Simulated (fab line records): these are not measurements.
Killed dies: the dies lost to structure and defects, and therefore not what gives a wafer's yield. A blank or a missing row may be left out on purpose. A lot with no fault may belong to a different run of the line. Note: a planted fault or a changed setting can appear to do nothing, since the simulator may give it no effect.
Which tool was responsible? + flow n5-finfet + 24 lots with 72 wafers sampled at 5 steps, on a route of 1938 steps

== WHAT THE GAUGES READ, wafer by wafer ==
N5_HKMG_FIN_OVL_MEAS_13.
| lot  | measured    | on         | NWFM_OVL (nm)  |
|------|-------------|------------|----------------|
| L074 | day 4 04:10 | overlay-02 | -0.4 -1.9 0.1  |
| L075 | day 4 10:25 | overlay-01 | -0.3 -0.4 -1.1 |
| L076 | day 4 14:15 | overlay-01 | -1.0 -0.3 -1.3 |
| L077 | day 4 21:22 | overlay-01 | -0.2 -1.0 -0.8 |
| L078 | day 5 04:37 | overlay-01 | -1.2 -0.1 0.1  |
| L079 | day 5 10:38 | overlay-01 | 1.3 -0.5 -0.2  |
| L080 | day 5 14:31 | overlay-01 | 0.4 -0.9 -0.7  |
| L081 | day 6 01:42 | overlay-02 | 0.2 1.1 -1.1   |
| L082 | day 6 05:24 | overlay-02 | -2.0 -0.4 -1.4 |
| L083 | day 6 13:33 | overlay-02 | 1.2 -0.2 0.3   |
| L084 | day 6 16:41 | overlay-02 | -1.4 -1.5 -1.8 |
| L085 | day 7 04:15 | overlay-02 | 0.2 -1.7 -0.8  |
| L086 | day 7 07:47 | overlay-02 | 0.6 -0.3 -0.5  |
| L087 | day 7 14:09 | overlay-02 | -0.8 0.4 -0.1  |
| L088 | day 7 15:07 | overlay-02 | -0.7 0.7 0.1   |
| L089 | day 7 20:55 | overlay-02 | -1.5 -0.9 -0.6 |
| L090 | day 8 01:11 | overlay-01 | 1.0 0.4 1.0    |
| L091 | day 8 09:38 | overlay-02 | -1.0 0.3 -1.4  |
| L092 | day 8 13:01 | overlay-02 | -0.1 -1.2 -0.7 |
| L093 | day 8 19:36 | overlay-01 | -0.1 0.4 0.8   |
| L094 | day 9 03:16 | overlay-02 | -1.1 -0.8 -0.4 |
| L095 | day 9 08:14 | overlay-01 | -1.8 -1.6 -1.6 |
| L096 | day 9 12:35 | overlay-01 | 0.2 -0.8 -0.1  |
| L097 | day 9 20:05 | overlay-01 | 0.7 1.3 0.0    |

== WHAT TOOL EACH LOT RAN ON (gives the tool, then ch and the chambers of the sampled wafers, and finally the start) ==
| lot  | N5_SD_EPI_P_ETCH_47               | N5_SD_ACTIVATION_RTA_00         | N5_HKMG_FIN_ETCH_58               | N5_HKMG_FIN_ALD_79                 |
|------|-----------------------------------|---------------------------------|-----------------------------------|------------------------------------|
| L074 | rie-diel-01 ch 1,2,3, day 3 07:11 | rtp-anneal-02 ch 0, day 3 10:25 | rie-diel-04 ch 0,1,2, day 4 01:07 | ald-metal-01 ch 0,1,2, day 4 02:11 |
| L075 | rie-diel-06 ch 0,2, day 3 12:28   | rtp-anneal-02 ch 0, day 3 16:32 | rie-diel-02 ch 0,1, day 4 07:31   | ald-metal-01 ch 0,1,3, day 4 08:36 |
| L076 | rie-diel-06 ch 0,1,2, day 3 17:29 | rtp-anneal-01 ch 0, day 3 21:36 | rie-diel-04 ch 0,2,3, day 4 11:10 | ald-metal-03 ch 0,2,3, day 4 12:14 |
| L077 | rie-diel-03 ch 0,1,2, day 4 01:37 | rtp-anneal-02 ch 0, day 4 04:54 | rie-diel-04 ch 0,1, day 4 18:21   | ald-metal-02 ch 0,2,3, day 4 19:25 |
| L078 | rie-diel-03 ch 2,3, day 4 05:38   | rtp-anneal-01 ch 0, day 4 08:54 | rie-diel-04 ch 1,2,3, day 5 01:34 | ald-metal-02 ch 0,1,3, day 5 02:41 |
| L079 | rie-diel-03 ch 0,1,2, day 4 11:35 | rtp-anneal-02 ch 0, day 4 14:53 | rie-diel-04 ch 1,2, day 5 07:38   | ald-metal-02 ch 0,2, day 5 08:42   |
| L080 | rie-diel-06 ch 0,2, day 4 17:22   | rtp-anneal-01 ch 0, day 4 20:36 | rie-diel-05 ch 1,2, day 5 11:25   | ald-metal-01 ch 0,1,2, day 5 12:29 |
| L081 | rie-diel-06 ch 0,3, day 5 05:35   | rtp-anneal-02 ch 0, day 5 08:54 | rie-diel-02 ch 0,1, day 5 22:41   | ald-metal-03 ch 0,1,3, day 5 23:45 |
| L082 | rie-diel-01 ch 2,3, day 5 08:54   | rtp-anneal-01 ch 0, day 5 12:10 | rie-diel-02 ch 1,2,3, day 6 02:19 | ald-metal-02 ch 0,2,3, day 6 03:23 |
| L083 | rie-diel-06 ch 1,2,3, day 5 17:22 | rtp-anneal-02 ch 0, day 5 20:36 | rie-diel-04 ch 1,2,3, day 6 10:38 | ald-metal-03 ch 1,2, day 6 11:41   |
| L084 | rie-diel-03 ch 0,2,3, day 5 21:02 | rtp-anneal-01 ch 0, day 6 00:17 | rie-diel-04 ch 0,2, day 6 13:40   | ald-metal-02 ch 1,3, day 6 14:44   |
| L085 | rie-diel-06 ch 0,2, day 6 07:25   | rtp-anneal-01 ch 0, day 6 11:31 | rie-diel-04 ch 1,2,3, day 7 01:10 | ald-metal-02 ch 0,2,3, day 7 02:14 |
| L086 | rie-diel-03 ch 1,3, day 6 11:21   | rtp-anneal-01 ch 0, day 6 14:38 | rie-diel-02 ch 1,2, day 7 04:23   | ald-metal-01 ch 1,2,3, day 7 05:49 |
| L087 | rie-diel-06 ch 0,1,2, day 6 15:12 | rtp-anneal-01 ch 0, day 6 18:26 | rie-diel-04 ch 0,3, day 7 11:16   | ald-metal-02 ch 1,2, day 7 12:20   |
| L088 | rie-diel-01 ch 1,2, day 6 19:08   | rtp-anneal-02 ch 0, day 6 22:22 | rie-diel-05 ch 0,1,2, day 7 12:02 | ald-metal-03 ch 1,2, day 7 13:07   |
| L089 | rie-diel-03 ch 0,1, day 7 00:53   | rtp-anneal-01 ch 0, day 7 04:12 | rie-diel-02 ch 1,2,3, day 7 17:52 | ald-metal-03 ch 0,1, day 7 18:55   |
| L090 | rie-diel-01 ch 1,2, day 7 04:38   | rtp-anneal-02 ch 0, day 7 08:11 | rie-diel-05 ch 0,2, day 7 21:55   | ald-metal-01 ch 1,3, day 7 22:59   |
| L091 | rie-diel-06 ch 1,2,3, day 7 13:38 | rtp-anneal-01 ch 0, day 7 16:55 | rie-diel-02 ch 0,1, day 8 06:37   | ald-metal-02 ch 0,1, day 8 07:41   |
| L092 | rie-diel-03 ch 0,1, day 7 17:08   | rtp-anneal-01 ch 0, day 7 20:34 | rie-diel-05 ch 0,2,3, day 8 10:07 | ald-metal-03 ch 0,1,2, day 8 11:11 |
| L093 | rie-diel-01 ch 1,2,3, day 7 22:19 | rtp-anneal-02 ch 0, day 8 01:43 | rie-diel-04 ch 1,2, day 8 16:35   | ald-metal-02 ch 0,3, day 8 17:39   |
| L094 | rie-diel-01 ch 0,2,3, day 8 06:38 | rtp-anneal-01 ch 0, day 8 10:02 | rie-diel-04 ch 0,2,3, day 9 00:02 | ald-metal-02 ch 0,1,3, day 9 01:06 |
| L095 | rie-diel-01 ch 1,2,3, day 8 12:44 | rtp-anneal-01 ch 0, day 8 16:00 | rie-diel-04 ch 1,2, day 9 05:22   | ald-metal-01 ch 0,1, day 9 06:25   |
| L096 | rie-diel-06 ch 0,1,2, day 8 16:13 | rtp-anneal-01 ch 0, day 8 19:27 | rie-diel-02 ch 0,1,3, day 9 09:38 | ald-metal-02 ch 0,1,3, day 9 10:42 |
| L097 | rie-diel-06 ch 0,1,3, day 8 23:19 | rtp-anneal-02 ch 0, day 9 02:36 | rie-diel-04 ch 0,2,3, day 9 16:52 | ald-metal-02 ch 0,1,2, day 9 17:58 |
- N5_SD_EPI_P_ETCH_47: etches SiOCN in CH3F/O2, target depth 25 nm.
- N5_SD_ACTIVATION_RTA_00: time 0 s.
- N5_HKMG_FIN_ETCH_58: etches SOC in N2/H2, target depth 215.8 nm, time 741 s.
- N5_HKMG_FIN_ALD_79: deposits TiN, target thk 1.5 nm, pulse time 1 s, purge time 3 s.

== AS READ BY THE TOOLS THEMSELVES (means over the sampled wafers that have a number; for cases with no such wafer, the mark the record gives instead) ==
N5_SD_EPI_P_ETCH_47.
| lot  | tool        | drypump-motor-current-A (A) | oes-product-au (a.u.) | rf-vpp-V (V) | showerhead-plenum-p-Torr (Torr) | throttle-valve-pct (%) |
|------|-------------|-----------------------------|-----------------------|--------------|---------------------------------|------------------------|
| L074 | rie-diel-01 | 5.7                         | 0.76                  | 127.0        | 2.01                            | 16.25                  |
| L075 | rie-diel-06 | 5.8                         | 0.88                  | 129.4        | 2.08                            | 15.93                  |
| L076 | rie-diel-06 | 5.8                         | 0.82                  | 128.8        | 2.06                            | 16.09                  |
| L077 | rie-diel-03 | 5.3                         | 0.78                  | 126.8        | 1.95                            | 16.34                  |
| L078 | rie-diel-03 | 5.6                         | 0.74                  | 127.8        | 1.99                            | 16.61                  |
| L079 | rie-diel-03 | 5.4                         | 0.77                  | 127.0        | 1.95                            | 16.34                  |
| L080 | rie-diel-06 | 5.8                         | 0.86                  | 128.9        | 2.08                            | 15.93                  |
| L081 | rie-diel-06 | 5.2                         | 0.80                  | 127.2        | 1.95                            | 16.18                  |
| L082 | rie-diel-01 | 5.7                         | 0.74                  | 128.1        | 1.97                            | 16.33                  |
| L083 | rie-diel-06 | 5.7                         | 0.84                  | 128.1        | 2.02                            | 16.08                  |
| L084 | rie-diel-03 | 5.5                         | 0.73                  | 126.2        | 1.99                            | 16.52                  |
| L085 | rie-diel-06 | 5.7                         | 0.84                  | 129.4        | 2.08                            | 15.98                  |
| L086 | rie-diel-03 | 5.4                         | 0.76                  | 126.4        | 1.90                            | 16.25                  |
| L087 | rie-diel-06 | 5.8                         | 0.88                  | 128.7        | 2.06                            | 15.96                  |
| L088 | rie-diel-01 | 5.6                         | 0.73                  | 127.1        | 2.04                            | 16.42                  |
| L089 | rie-diel-03 | 5.5                         | 0.75                  | 125.0        | 1.94                            | 16.18                  |
| L090 | rie-diel-01 | 5.7                         | 0.72                  | 128.6        | 2.01                            | 16.45                  |
| L091 | rie-diel-06 | 5.7                         | 0.81                  | 127.9        | 2.01                            | 16.09                  |
| L092 | rie-diel-03 | 5.3                         | 0.76                  | 125.8        | 1.90                            | 16.14                  |
| L093 | rie-diel-01 | 5.6                         | 0.74                  | 127.5        | 2.00                            | 16.31                  |
| L094 | rie-diel-01 | 5.5                         | 0.77                  | 128.6        | 1.98                            | 16.34                  |
| L095 | rie-diel-01 | 5.6                         | 0.73                  | 128.2        | 1.99                            | 16.32                  |
| L096 | rie-diel-06 | 5.8                         | 0.86                  | 128.2        | 2.05                            | 15.99                  |
| L097 | rie-diel-06 | 5.5                         | 0.83                  | 128.1        | 1.99                            | 16.11                  |

N5_SD_ACTIVATION_RTA_00.
| lot  | tool          | lamp-power-pct (%) | wafer_temp_C_max |
|------|---------------|--------------------|------------------|
| L074 | rtp-anneal-02 | 8.96               | 976.9            |
| L075 | rtp-anneal-02 | 8.91               | 976.8            |
| L076 | rtp-anneal-01 | 8.97               | 975.2            |
| L077 | rtp-anneal-02 | 9.04               | 975.0            |
| L078 | rtp-anneal-01 | 8.99               | 974.3            |
| L079 | rtp-anneal-02 | 8.96               | 973.4            |
| L080 | rtp-anneal-01 | 8.96               | 975.1            |
| L081 | rtp-anneal-02 | 8.99               | 978.1            |
| L082 | rtp-anneal-01 | 8.95               | 974.8            |
| L083 | rtp-anneal-02 | 9.02               | 974.4            |
| L084 | rtp-anneal-01 | 8.98               | 973.8            |
| L085 | rtp-anneal-01 | 8.94               | 976.3            |
| L086 | rtp-anneal-01 | 8.99               | 975.7            |
| L087 | rtp-anneal-01 | 8.95               | 973.5            |
| L088 | rtp-anneal-02 | 8.97               | 975.0            |
| L089 | rtp-anneal-01 | 8.97               | 976.2            |
| L090 | rtp-anneal-02 | 8.97               | 973.9            |
| L091 | rtp-anneal-01 | 8.91               | 972.7            |
| L092 | rtp-anneal-01 | 8.96               | 976.2            |
| L093 | rtp-anneal-02 | 8.94               | 974.3            |
| L094 | rtp-anneal-01 | 8.90               | 975.3            |
| L095 | rtp-anneal-01 | 9.01               | 975.7            |
| L096 | rtp-anneal-01 | 8.99               | 974.4            |
| L097 | rtp-anneal-02 | 8.98               | 973.5            |

N5_HKMG_FIN_ETCH_58.
| lot  | tool        | drypump-motor-current-A (A) | h2-flow-sccm (sccm) | oes-product-au (a.u.) | rf-vpp-V (V) | showerhead-plenum-p-Torr (Torr) | throttle-valve-pct (%) |
|------|-------------|-----------------------------|---------------------|-----------------------|--------------|---------------------------------|------------------------|
| L074 | rie-diel-04 | 6.2                         | 199.8               | 0.89                  | 99.7         | 2.54                            | 17.64                  |
| L075 | rie-diel-02 | 5.3                         | 199.6               | 0.91                  | 99.6         | 2.71                            | 17.52                  |
| L076 | rie-diel-04 | 6.1                         | 199.5               | 0.88                  | 100.1        | 2.58                            | 17.69                  |
| L077 | rie-diel-04 | 6.2                         | 199.3               | 0.82                  | 98.1         | 2.52                            | 17.56                  |
| L078 | rie-diel-04 | 6.1                         | 199.7               | 0.80                  | 98.9         | 2.48                            | 17.74                  |
| L079 | rie-diel-04 | 6.1                         | 200.5               | 0.80                  | 98.7         | 2.44                            | 17.70                  |
| L080 | rie-diel-05 | 5.7                         | 200.8               | 0.70                  | 98.1         | 2.38                            | 18.01                  |
| L081 | rie-diel-02 | 5.4                         | 199.4               | 0.88                  | 100.3        | 2.70                            | 17.54                  |
| L082 | rie-diel-02 | 5.9                         | 200.2               | 0.75                  | 99.1         | 2.62                            | 17.79                  |
| L083 | rie-diel-04 | 6.1                         | 200.1               | 0.79                  | 97.9         | 2.47                            | 17.75                  |
| L084 | rie-diel-04 | 6.2                         | 200.1               | 0.89                  | 98.7         | 2.55                            | 17.76                  |
| L085 | rie-diel-04 | 6.1                         | 199.7               | 0.79                  | 98.6         | 2.47                            | 17.76                  |
| L086 | rie-diel-02 | 5.8                         | 200.2               | 0.77                  | 99.9         | 2.62                            | 17.78                  |
| L087 | rie-diel-04 | 6.1                         | 200.1               | 0.80                  | 99.4         | 2.58                            | 17.67                  |
| L088 | rie-diel-05 | 5.6                         | 199.8               | 0.82                  | 98.8         | 2.57                            | 17.72                  |
| L089 | rie-diel-02 | 5.9                         | 200.7               | 0.74                  | 100.2        | 2.61                            | 17.81                  |
| L090 | rie-diel-05 | 5.7                         | 199.8               | 0.88                  | 100.6        | 2.69                            | 17.61                  |
| L091 | rie-diel-02 | 5.4                         | 200.2               | 0.83                  | 99.3         | 2.69                            | 17.62                  |
| L092 | rie-diel-05 | 5.9                         | 199.6               | 0.80                  | 99.3         | 2.66                            | 17.78                  |
| L093 | rie-diel-04 | 6.1                         | 200.0               | 0.82                  | 98.8         | 2.46                            | 17.85                  |
| L094 | rie-diel-04 | 6.2                         | 200.5               | 0.82                  | 98.7         | 2.56                            | 17.74                  |
| L095 | rie-diel-04 | 6.1                         | 199.9               | 0.76                  | 97.9         | 2.43                            | 17.76                  |
| L096 | rie-diel-02 | 5.6                         | 199.7               | 0.80                  | 100.0        | 2.67                            | 17.66                  |
| L097 | rie-diel-04 | 6.2                         | 200.7               | 0.82                  | 99.4         | 2.56                            | 17.77                  |

N5_HKMG_FIN_ALD_79.
| lot  | tool         | heater-power-w (W) | precursor-pulse-height-rel |
|------|--------------|--------------------|----------------------------|
| L074 | ald-metal-01 | 842                | 0.997                      |
| L075 | ald-metal-01 | 747                | 0.987                      |
| L076 | ald-metal-03 | 884                | 1.015                      |
| L077 | ald-metal-02 | 940                | 0.997                      |
| L078 | ald-metal-02 | 939                | 0.995                      |
| L079 | ald-metal-02 | 1018               | 1.023                      |
| L080 | ald-metal-01 | 841                | 1.015                      |
| L081 | ald-metal-03 | 857                | 1.002                      |
| L082 | ald-metal-02 | 954                | 0.988                      |
| L083 | ald-metal-03 | 894                | 0.994                      |
| L084 | ald-metal-02 | 883                | 1.019                      |
| L085 | ald-metal-02 | 951                | 0.988                      |
| L086 | ald-metal-01 | 834                | 0.982                      |
| L087 | ald-metal-02 | 898                | 0.976                      |
| L088 | ald-metal-03 | 906                | 1.004                      |
| L089 | ald-metal-03 | 829                | 0.996                      |
| L090 | ald-metal-01 | 790                | 0.994                      |
| L091 | ald-metal-02 | 944                | 0.999                      |
| L092 | ald-metal-03 | 870                | 1.001                      |
| L093 | ald-metal-02 | 937                | 1.002                      |
| L094 | ald-metal-02 | 935                | 0.989                      |
| L095 | ald-metal-01 | 754                | 1.005                      |
| L096 | ald-metal-02 | 922                | 0.996                      |
| L097 | ald-metal-02 | 963                | 1.004                      |

== THE ANSWER, worked out from the rows above alone ==
Rule: usual is defined by the lots themselves. Put in order of their means at a reading, lots are off if they are a third of the lots or fewer, leave a main group of 4 or more, and stand apart from it by a gap of 3 or more times the standard deviation of the main group's means; of several such gaps the widest counts. A main group is skipped when, at the precision printed for the reading in the tables above, its means are all equal. A lot without any number at a reading at which 4 lots or more have one is off too. Where the step has rows for the other lots, those lots are counted as sound. After the gauges, taken in route order, come the tools' own readings; for these a lot's mean is taken, as printed above. At the first step where some lot is off, the reading lying furthest off is the one used; lots without a number count as furthest.
Nothing can be told from this: no lot is off at any reading shown.

== WHAT WAS PUT IN BY THE SIMULATOR ==
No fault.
